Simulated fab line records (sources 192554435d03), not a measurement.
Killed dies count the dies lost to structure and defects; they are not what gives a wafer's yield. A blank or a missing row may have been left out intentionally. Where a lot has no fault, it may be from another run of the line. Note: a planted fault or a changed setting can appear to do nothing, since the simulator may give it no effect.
Comparing a struck lot with a sound one ; flow n5-finfet ; 36 out of 1938 route steps
Sound: wafers L360.1, L360.3, L360.5. The struck wafers were L361.2, L361.3, L361.4. At the end, the cause is stated.
Per side, at each step with rows, come the tool, then ch with its chambers, and then its first start. Under that, the readings that differ: sound wafers ; struck wafers ; difference of the means ; sigmas: that difference in standard deviations of wafers without a fault.
alike: readings whose means differ by less than 2 such deviations, and words and numbers that are the same on both sides. not compared: withheld readings, readings that some wafer has no value for, bounds like >300 that may hide the same value, and numbers for which the record gives no deviation and whose values overlap.
The two part at a step that has a row with sigmas, a row that says differs or no value, or rows on one side only. Numbers that don't overlap but have no deviation are shown without sigmas and don't part them. A reading that every wafer of one side lacks parts them only if that side has two wafers or more.

first, 9 steps without rows for these wafers: N5_WELL_APT_HMDS_01 (time 60 s); N5_WELL_APT_COAT_02 (resist thk 950 nm); N5_WELL_APT_EBR_04; N5_WELL_APT_SOFTBAKE_03 (time 60 s); N5_WELL_APT_EXPOSE_05 (exposes mask NWELL, defocus 0 nm, target cd 200 nm); N5_WELL_APT_PEB_06 (peb time 90 s); N5_WELL_APT_DEVELOP_07 (develop time 45 s); N5_WELL_APT_HARDBAKE_12 (time 120 s); N5_WELL_APT_DESCUM_13 (chemistry O2, time 7.9 s).
N5_WELL_APT_IMPLANT_14:
  sound on implanter-02 ch 0, day 6 08:44; struck on implanter-01 ch 0, day 6 14:04
reading;sound;struck;difference;sigmas
dose-ions-cm2;1.4972e+13 1.4985e+13 1.4975e+13;1.3928e+13 1.3924e+13 1.3914e+13;-1.0553e+12;-66
faraday-current-uA;189 182 183;176 179 176;-8;-2
  alike: beam-energy-keV
then, 25 steps without rows for these wafers: N5_WELL_APT_IMPLANT_15; N5_WELL_APT_STRIP_16 (strips in SPM, time 900 s); N5_WELL_APT_HMDS_18 (time 60 s); N5_WELL_APT_COAT_19 (resist thk 950 nm); N5_WELL_APT_EBR_21; N5_WELL_APT_SOFTBAKE_20 (time 60 s); N5_WELL_APT_EXPOSE_22 (exposes mask PWELL, defocus 0 nm, target cd 200 nm); N5_WELL_APT_PEB_23 (peb time 90 s); N5_WELL_APT_DEVELOP_24 (develop time 45 s); N5_WELL_APT_HARDBAKE_29 (time 120 s); N5_WELL_APT_DESCUM_30 (chemistry O2, time 7.9 s); N5_WELL_APT_IMPLANT_31; N5_WELL_APT_IMPLANT_32; N5_WELL_APT_STRIP_33 (strips in SPM, time 900 s); N5_WELL_APT_RTA_34 (time 10 s); N5_WELL_APT_OXIDE_STRIP_42 (strips SiO2 in dHF, time 45 s, target depth 12 nm); N5_WELL_APT_PRECLEAN_36 (cleans in O3/DIW, time 45 s); N5_WELL_APT_PRECLEAN_39 (cleans in dHF, time 60 s); N5_WELL_APT_SRD_37 (time 30 s); N5_WELL_APT_EPI_41 (deposits Si from SiH4/H2, target thk 50 nm, time 297.7 s); N5_PMOS_HMC_CHANNEL_EPI_HM_DEP_34 (deposits SiO2 from TEOS/O2, target thk 36 nm, time 6.9 s); N5_PMOS_HMC_CHANNEL_EPI_COAT_31 (time 60 s, resist thk 66 nm); N5_PMOS_HMC_CHANNEL_EPI_COAT_03 (resist thk 205 nm); N5_PMOS_HMC_CHANNEL_EPI_EBR_05; N5_PMOS_HMC_CHANNEL_EPI_SOFTBAKE_04 (time 60 s).
-- record jumps: 6 days separate the struck wafers' starts on either side; left off in module PMOS_HMC_CHANNEL_EPI, taken up again in module BEOL_M4, whose first shown step is the route's number 1111 --
N5_BEOL_M4_RC_MEAS_101:
  sound on prober-01 ch 0, day 12 14:37; struck on prober-02 ch 0, day 12 14:52
reading;sound;struck;difference;sigmas
RS_NWELL (ohm/sq);1031 1040 1028;1090 1096 1090;+59;+9
  alike: DIBL_N, DIBL_P, IOFF_N, IOFF_P, ION_N, ION_P, SS_N, SS_P, VT_N, VT_P

## WHERE THEY PART
First at N5_WELL_APT_IMPLANT_14; last, within this record, at N5_BEOL_M4_RC_MEAS_101.

WHY: whatever the simulator had introduced
Process parameters drifting: implanter-01 at N5_WELL_APT_IMPLANT_14, beginning at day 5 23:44. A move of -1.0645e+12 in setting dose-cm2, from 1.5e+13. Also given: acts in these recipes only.
